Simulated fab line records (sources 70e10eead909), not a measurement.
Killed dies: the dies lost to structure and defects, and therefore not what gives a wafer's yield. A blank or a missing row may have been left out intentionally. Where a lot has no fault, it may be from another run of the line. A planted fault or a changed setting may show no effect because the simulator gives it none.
Which tool is to blame?    flow nand harc    24 lots with 72 wafers sampled at 6 steps, on a route of 1302 steps

WHAT THE GAUGES READ, wafer by wafer
NHARC_P_BONDPAD_CD_MEAS_09: target cd 500 nm. Usual: cd nm at 500.1 nm, with a standard deviation of 1.4.
lot   measured      on         cd nm (nm)         flag
L074  day 6 19:45   cd sem-02  500.5 502.5 500.3  
L075  day 7 03:10   cd sem-01  498.4 500.8 497.5  
L076  day 7 07:02   cd sem-03  501.1 499.5 500.8  
L077  day 8 01:08   cd sem-03  498.7 499.3 497.7  
L078  day 8 15:33   cd sem-01  502.2 501.7 501.8  
L079  day 8 16:03   cd sem-02  500.9 501.6 501.8  
L080  day 9 03:17   cd sem-01  498.7 499.8 500.6  
L081  day 9 13:13   cd sem-01  501.5 500.9 499.0  
L082  day 9 18:44   cd sem-01  501.7 499.0 500.3  
L083  day 10 13:52  cd sem-02  500.2 501.0 500.0  
L084  day 10 18:41  cd sem-02  503.5 499.8 501.1  
L085  day 11 05:03  cd sem-02  501.3 500.0 501.7  
L086  day 11 08:42  cd sem-02  499.3 499.3 500.5  
L087  day 11 23:12  cd sem-02  500.8 499.3 499.0  
L088  day 12 16:09  cd sem-03  499.9 497.0 498.1  
L089  day 12 17:22  cd sem-03  501.6 500.4 502.3  
L090  day 13 09:19  cd sem-03  498.4 499.5 498.5  
L091  day 13 15:27  cd sem-02  500.9 501.6 502.0  
L092  day 14 09:40  cd sem-02  498.3 499.5 498.3  
L093  day 14 15:19  cd sem-01  499.8 499.1 497.2  
L094  day 14 22:31  cd sem-02  501.2 501.7 499.1  
L095  day 15 12:29  cd sem-02  501.5 499.4 500.6  
L096  day 15 21:25  cd sem-01  501.3 501.9 501.0  
L097  day 16 07:39  cd sem-02  497.8 498.4 497.2  

WHAT TOOL EACH LOT RAN ON (gives the tool, then ch and the chambers of the sampled wafers, and finally the start)
lot   NHARC_P_CONTACT_ETCH_35             NHARC_P_CONTACT_CMP_24         NHARC_P_M0_ETCH_34                  NHARC_P_M2_ETCH_35                  NHARC_P_M2_CMP_23
L074  rie diel-11 ch 0,1,3, day 6 02:50   cmp-04 ch 2,3, day 6 05:24     rie diel-01 ch 1,2,3, day 6 06:59   rie diel-03 ch 1,2, day 6 15:25     cmp-01 ch 0,3, day 6 17:28
L075  rie diel-10 ch 0,1,3, day 6 10:08   cmp-04 ch 1,2, day 6 12:44     rie diel-08 ch 0,1,3, day 6 14:19   rie diel-06 ch 0,3, day 6 22:52     cmp-04 ch 1,3, day 7 00:56
L076  rie diel-02 ch 0,1,2, day 6 14:15   cmp-04 ch 1,2,3, day 6 16:50   rie diel-08 ch 0,1,2, day 6 18:24   rie diel-06 ch 0,2,3, day 7 02:46   cmp-02 ch 2,3, day 7 04:50
L077  rie diel-11 ch 0,1,3, day 7 08:24   cmp-04 ch 0,2,3, day 7 11:07   rie diel-08 ch 2,3, day 7 12:40     rie diel-06 ch 1,2,3, day 7 20:45   cmp-02 ch 0,1,2, day 7 22:51
L078  rie diel-11 ch 0,2, day 7 22:28     cmp-01 ch 2,3, day 8 01:17     rie diel-08 ch 0,1,2, day 8 02:52   rie diel-06 ch 1,2, day 8 11:17     cmp-04 ch 0,2,3, day 8 13:21
L079  rie diel-02 ch 0,1,2, day 7 23:17   cmp-03 ch 0,1,3, day 8 01:55   rie diel-08 ch 2,3, day 8 03:35     rie diel-06 ch 1,2,3, day 8 11:53   cmp-01 ch 0,1,3, day 8 13:58
L080  rie diel-02 ch 0,1,2, day 8 10:28   cmp-01 ch 1,2,3, day 8 13:08   rie diel-08 ch 1,2,3, day 8 14:41   rie diel-06 ch 0,1,2, day 8 22:59   cmp-04 ch 0,2,3, day 9 01:02
L081  rie diel-10 ch 0,3, day 8 20:04     cmp-01 ch 0,1, day 8 22:50     rie diel-01 ch 0,1,3, day 9 00:23   rie diel-05 ch 0,1, day 9 08:55     cmp-02 ch 0,2,3, day 9 10:59
L082  rie diel-10 ch 0,1, day 9 01:44     cmp-01 ch 1,2,3, day 9 04:30   rie diel-01 ch 0,1,3, day 9 06:22   rie diel-06 ch 0,2, day 9 14:31     cmp-02 ch 0,2, day 9 16:38
L083  rie diel-10 ch 0,1,2, day 9 20:47   cmp-04 ch 0,1,2, day 9 23:25   rie diel-12 ch 1,2, day 10 01:00    rie diel-03 ch 0,1, day 10 09:25    cmp-01 ch 0,3, day 10 11:26
L084  rie diel-11 ch 1,2,3, day 10 02:05  cmp-01 ch 0,3, day 10 04:43    rie diel-08 ch 1,2,3, day 10 06:18  rie diel-06 ch 1,2,3, day 10 14:23  cmp-01 ch 0,3, day 10 16:25
L085  rie diel-02 ch 0,3, day 10 12:23    cmp-01 ch 0,1, day 10 14:59    rie diel-08 ch 1,2,3, day 10 16:27  rie diel-06 ch 0,1, day 11 00:44    cmp-01 ch 0,1,2, day 11 02:52
L086  rie diel-02 ch 0,1,3, day 10 16:02  cmp-01 ch 2,3, day 10 18:38    rie diel-08 ch 0,3, day 10 20:13    rie diel-06 ch 2,3, day 11 04:26    cmp-02 ch 2,3, day 11 06:28
L087  rie diel-11 ch 0,2,3, day 11 06:35  cmp-03 ch 2,3, day 11 09:13    rie diel-08 ch 0,2,3, day 11 10:49  rie diel-05 ch 2,3, day 11 19:02    cmp-01 ch 1,2, day 11 21:07
L088  rie diel-02 ch 2,3, day 11 23:30    cmp-03 ch 1,3, day 12 02:07    rie diel-01 ch 2,3, day 12 03:34    rie diel-06 ch 1,2,3, day 12 11:43  cmp-02 ch 1,2,3, day 12 13:43
L089  rie diel-10 ch 0,1, day 12 00:18    cmp-01 ch 1,2, day 12 02:53    rie diel-08 ch 0,3, day 12 04:28    rie diel-06 ch 0,1,2, day 12 12:53  cmp-02 ch 1,2,3, day 12 15:02
L090  rie diel-11 ch 0,1, day 12 16:14    cmp-01 ch 0,2,3, day 12 18:52  rie diel-08 ch 0,2, day 12 20:25    rie diel-05 ch 0,3, day 13 05:01    cmp-04 ch 1,2,3, day 13 07:03
L091  rie diel-02 ch 0,1,2, day 12 22:50  cmp-03 ch 1,2, day 13 01:26    rie diel-01 ch 2,3, day 13 02:53    rie diel-06 ch 0,2,3, day 13 11:16  cmp-04 ch 0,1,3, day 13 13:20
L092  rie diel-10 ch 0,1,3, day 13 15:40  cmp-01 ch 0,1,3, day 13 18:19  rie diel-08 ch 0,1,2, day 13 19:53  rie diel-06 ch 0,1,2, day 14 04:25  cmp-01 ch 0,1,2, day 14 06:29
L093  rie diel-10 ch 1,2,3, day 13 21:10  cmp-04 ch 0,2,3, day 13 23:48  rie diel-08 ch 0,1,3, day 14 01:20  rie diel-05 ch 1,2,3, day 14 10:45  cmp-02 ch 0,2, day 14 12:51
L094  rie diel-11 ch 0,3, day 14 04:06    cmp-03 ch 0,2,3, day 14 06:47  rie diel-08 ch 0,3, day 14 09:09    rie diel-06 ch 1,3, day 14 18:11    cmp-01 ch 0,2, day 14 20:15
L095  rie diel-02 ch 0,1,3, day 14 19:32  cmp-01 ch 1,2,3, day 14 22:11  rie diel-08 ch 0,2,3, day 14 23:43  rie diel-06 ch 0,2, day 15 08:08    cmp-02 ch 0,1,2, day 15 10:14
L096  rie diel-02 ch 0,2,3, day 15 04:08  cmp-03 ch 0,1,2, day 15 06:44  rie diel-08 ch 0,2,3, day 15 08:27  rie diel-06 ch 0,1,3, day 15 17:13  cmp-02 ch 1,2,3, day 15 19:17
L097  rie diel-02 ch 1,2, day 15 15:07    cmp-04 ch 0,2, day 15 17:43    rie diel-08 ch 1,3, day 15 19:18    rie diel-06 ch 1,2, day 16 03:31    cmp-04 ch 0,3, day 16 05:31
- NHARC_P_CONTACT_ETCH_35: etches the open film in CF4, target depth 39 nm, time 65 s.
- NHARC_P_CONTACT_CMP_24: polishes, t overpolish 30 s, target thk 200 nm.
- NHARC_P_M0_ETCH_34: etches the open film in N2/H2, target depth 40 nm, overetch 12 nm, time 43.94 s.
- NHARC_P_M2_ETCH_35: etches the open film in N2/H2, target depth 40 nm, overetch 12 nm, time 43.94 s.
- NHARC_P_M2_CMP_23: polishes, t overpolish 20 s, target thk 144.3 nm.

WHAT THE TOOLS THEMSELVES READ (means of the sampled wafers that have a number; where no wafer has one, the mark that the record gives instead)
NHARC_P_CONTACT_ETCH_35. Usual: drypump motor current A 5.9 A, standard deviation 0.43; oes product au 0.998 a.u., standard deviation 0.0066; rf vpp V 151.6 V, standard deviation 1.1; showerhead plenum p Torr 1.80 Torr, standard deviation 0.059; throttle valve pct 13.284 %, standard deviation 0.0095.
lot   tool         drypump motor current A (A)  oes product au (a.u.)  rf vpp V (V)  showerhead plenum p Torr (Torr)  throttle valve pct (%)  flag
L074  rie diel-11  5.7                          1.002                  151.8         1.74                             13.286                  
L075  rie diel-10  5.9                          0.999                  152.1         1.83                             13.284                  
L076  rie diel-02  6.0                          0.999                  151.9         1.78                             13.291                  
L077  rie diel-11  5.7                          0.995                  151.3         1.74                             13.286                  
L078  rie diel-11  5.7                          0.992                  152.1         1.82                             13.275                  
L079  rie diel-02  6.0                          1.001                  150.7         1.78                             13.286                  
L080  rie diel-02  6.0                          1.007                  151.9         1.78                             13.278                  
L081  rie diel-10  5.7                          0.996                  152.3         1.83                             13.283                  
L082  rie diel-10  6.1                          1.001                  152.4         1.84                             13.282                  
L083  rie diel-10  5.7                          0.993                  152.7         1.85                             13.287                  
L084  rie diel-11  5.6                          1.006                  151.1         1.78                             13.277                  
L085  rie diel-02  6.2                          0.998                  151.6         1.82                             13.281                  
L086  rie diel-02  6.1                          0.998                  151.2         1.81                             13.279                  
L087  rie diel-11  5.5                          0.994                  151.3         1.82                             13.285                  
L088  rie diel-02  5.7                          0.996                  151.5         1.80                             13.278                  
L089  rie diel-10  5.9                          1.007                  153.0         1.85                             13.293                  
L090  rie diel-11  6.0                          0.997                  149.9         1.74                             13.290                  
L091  rie diel-02  6.0                          1.003                  151.8         1.78                             13.291                  
L092  rie diel-10  5.9                          0.996                  152.2         1.83                             13.290                  
L093  rie diel-10  5.7                          0.984                  151.7         1.83                             13.292                  
L094  rie diel-11  5.3                          0.993                  152.2         1.79                             13.282                  
L095  rie diel-02  6.2                          0.996                  150.8         1.81                             13.284                  
L096  rie diel-02  6.0                          1.003                  152.1         1.79                             13.280                  
L097  rie diel-02  5.7                          1.000                  150.9         1.79                             13.277                  

NHARC_P_CONTACT_CMP_24. Usual: motor current A 11.8 A, standard deviation 1.4; overpolish run s 30.001 s, standard deviation 0.0094; time to endpoint s 41.1 s, standard deviation 2.3.
lot   tool    motor current A (A)  overpolish run s (s)  time to endpoint s (s)  flag
L074  cmp-04  11.5                 29.999                42.1                    
L075  cmp-04  10.6                 29.989                44.1                    
L076  cmp-04  10.8                 29.996                41.5                    
L077  cmp-04  10.7                 30.005                40.3                    
L078  cmp-01  12.1                 29.999                41.4                    
L079  cmp-03  13.0                 30.000                41.7                    
L080  cmp-01  11.5                 29.999                39.9                    
L081  cmp-01  13.1                 29.997                44.4                    
L082  cmp-01  11.3                 29.985                42.7                    
L083  cmp-04  10.6                 30.010                42.2                    
L084  cmp-01  13.5                 30.007                39.5                    
L085  cmp-01  12.5                 29.992                40.6                    
L086  cmp-01  12.0                 30.001                39.5                    
L087  cmp-03  11.9                 30.004                43.1                    
L088  cmp-03  13.2                 30.007                42.5                    
L089  cmp-01  11.9                 30.008                39.8                    
L090  cmp-01  12.8                 30.006                41.5                    
L091  cmp-03  12.8                 30.010                39.4                    
L092  cmp-01  12.3                 29.997                37.7                    
L093  cmp-04  11.1                 30.003                42.6                    
L094  cmp-03  11.7                 30.002                40.7                    
L095  cmp-01  11.4                 29.997                41.8                    
L096  cmp-03  12.5                 29.996                39.7                    
L097  cmp-04  10.2                 29.989                37.7                    

NHARC_P_M0_ETCH_34. Usual: drypump motor current A 5.66 A, standard deviation 0.29; oes product au 1.002 a.u., standard deviation 0.0091; rf vpp V 431.6 V, standard deviation 2.5; showerhead plenum p Torr 2.08 Torr, standard deviation 0.087; throttle valve pct 14.172 %, standard deviation 0.0096.
lot   tool         drypump motor current A (A)  oes product au (a.u.)  rf vpp V (V)  showerhead plenum p Torr (Torr)  throttle valve pct (%)  flag
L074  rie diel-01  5.72                         0.987                  429.5         1.98                             14.170                  
L075  rie diel-08  5.79                         1.005                  432.6         2.08                             14.170                  
L076  rie diel-08  5.68                         1.010                  432.2         2.07                             14.174                  
L077  rie diel-08  5.50                         1.002                  434.8         2.17                             14.173                  
L078  rie diel-08  5.69                         1.006                  431.1         2.07                             14.177                  
L079  rie diel-08  5.48                         1.013                  433.9         2.17                             14.175                  
L080  rie diel-08  5.66                         1.006                  432.4         2.12                             14.180                  
L081  rie diel-01  5.58                         0.991                  428.5         1.95                             14.169                  
L082  rie diel-01  5.58                         0.994                  428.0         1.95                             14.185                  
L083  rie diel-12  5.74                         1.005                  432.0         2.13                             14.168                  
L084  rie diel-08  5.66                         1.005                  433.1         2.12                             14.169                  
L085  rie diel-08  5.68                         1.005                  433.5         2.12                             14.166                  
L086  rie diel-08  5.60                         1.008                  432.9         2.12                             14.172                  
L087  rie diel-08  5.51                         1.003                  432.6         2.12                             14.166                  
L088  rie diel-01  5.96                         1.008                  430.0         2.04                             14.169                  
L089  rie diel-08  5.62                         0.992                  433.4         2.12                             14.177                  
L090  rie diel-08  5.53                         1.001                  431.8         2.07                             14.171                  
L091  rie diel-01  5.86                         1.000                  428.8         1.99                             14.165                  
L092  rie diel-08  5.67                         0.999                  431.6         2.06                             14.175                  
L093  rie diel-08  5.79                         1.007                  430.2         2.07                             14.174                  
L094  rie diel-08  5.60                         0.996                  431.5         2.12                             14.179                  
L095  rie diel-08  5.51                         0.994                  432.0         2.12                             14.173                  
L096  rie diel-08  5.51                         0.997                  433.3         2.12                             14.176                  
L097  rie diel-08  5.94                         1.000                  431.2         2.06                             14.168                  

NHARC_P_M2_ETCH_35. Usual: drypump motor current A 5.5 A, standard deviation 0.56; oes product au 1.004 a.u., standard deviation 0.0074; rf vpp V 430.8 V, standard deviation 2.8; showerhead plenum p Torr 2.05 Torr, standard deviation 0.098; throttle valve pct 14.171 %, standard deviation 0.0093.
lot   tool         drypump motor current A (A)  oes product au (a.u.)  rf vpp V (V)  showerhead plenum p Torr (Torr)  throttle valve pct (%)  flag
L074  rie diel-03  5.4                          1.002                  431.0         2.04                             14.164                  
L075  rie diel-06  5.3                          1.007                  430.1         2.04                             14.173                  
L076  rie diel-06  5.7                          1.006                  429.1         1.98                             14.177                  
L077  rie diel-06  5.6                          1.000                  429.5         2.00                             14.170                  
L078  rie diel-06  5.6                          1.003                  428.9         1.99                             14.176                  
L079  rie diel-06  5.6                          1.011                  429.4         2.00                             14.167                  
L080  rie diel-06  5.3                          1.006                  431.5         2.05                             14.168                  
L081  rie diel-05  5.8                          1.002                  432.2         2.08                             14.177                  
L082  rie diel-06  5.4                          1.008                  429.5         2.02                             14.171                  
L083  rie diel-03  6.4                          1.008                  431.8         2.09                             14.173                  
L084  rie diel-06  5.6                          1.007                  430.4         2.00                             14.174                  
L085  rie diel-06  4.9                          1.002                  432.0         2.10                             14.170                  
L086  rie diel-06  6.0                          1.004                  427.3         1.94                             14.167                  
L087  rie diel-05  5.5                          0.998                  434.8         2.19                             14.171                  
L088  rie diel-06  5.6                          1.014                  429.5         2.00                             14.171                  
L089  rie diel-06  5.3                          1.007                  430.4         2.04                             14.162                  
L090  rie diel-05  5.5                          0.997                  433.3         2.16                             14.168                  
L091  rie diel-06  5.6                          1.008                  429.5         1.98                             14.164                  
L092  rie diel-06  5.3                          1.005                  431.1         2.04                             14.176                  
L093  rie diel-05  5.7                          0.993                  433.7         2.14                             14.171                  
L094  rie diel-06  5.4                          0.998                  429.4         2.01                             14.168                  
L095  rie diel-06  5.4                          1.003                  430.4         2.02                             14.161                  
L096  rie diel-06  5.2                          1.014                  430.2         2.05                             14.168                  
L097  rie diel-06  5.2                          1.014                  431.3         2.07                             14.171                  

NHARC_P_M2_CMP_23. Usual: motor current A 11.6 A, standard deviation 1.2; time to endpoint s 28.9 s, standard deviation 2.
lot   tool    motor current A (A)  time to endpoint s (s)  flag
L074  cmp-01  13.8                 28.6                    
L075  cmp-04  11.3                 30.7                    
L076  cmp-02  11.7                 32.4                    
L077  cmp-02  11.3                 28.5                    
L078  cmp-04  11.1                 30.7                    
L079  cmp-01  12.0                 29.5                    
L080  cmp-04  10.8                 29.4                    
L081  cmp-02  11.8                 29.8                    
L082  cmp-02  11.4                 26.1                    
L083  cmp-01  13.1                 28.2                    
L084  cmp-01  12.7                 29.8                    
L085  cmp-01  12.7                 29.5                    
L086  cmp-02  12.2                 27.7                    
L087  cmp-01  11.9                 30.3                    
L088  cmp-02  11.2                 30.0                    
L089  cmp-02  11.9                 27.2                    
L090  cmp-04  10.9                 26.1                    
L091  cmp-04  11.3                 28.9                    
L092  cmp-01  12.4                 28.3                    
L093  cmp-02  11.4                 28.8                    
L094  cmp-01  13.4                 32.7                    
L095  cmp-02  11.5                 25.1                    
L096  cmp-02  11.9                 28.0                    
L097  cmp-04  10.6                 30.0                    

THE ANSWER, worked out from the rows above alone
Rule: a lot counts as off when the mean over its wafers that have a number is more than 3 standard deviations away from the usual mean. A lot without any number at a reading at which 4 lots or more have one is off too. Where the step has rows for the other lots, those lots are counted as sound. After the gauges, taken in route order, come the tools' own readings; for these a lot's mean is taken, as printed above. The first step at which some lot is off is used, and at that step the reading that is off furthest; a lot without a number counts as furthest.
Nothing can be told from this: no lot is off at any reading shown.

WHAT THE SIMULATOR HAD PUT IN
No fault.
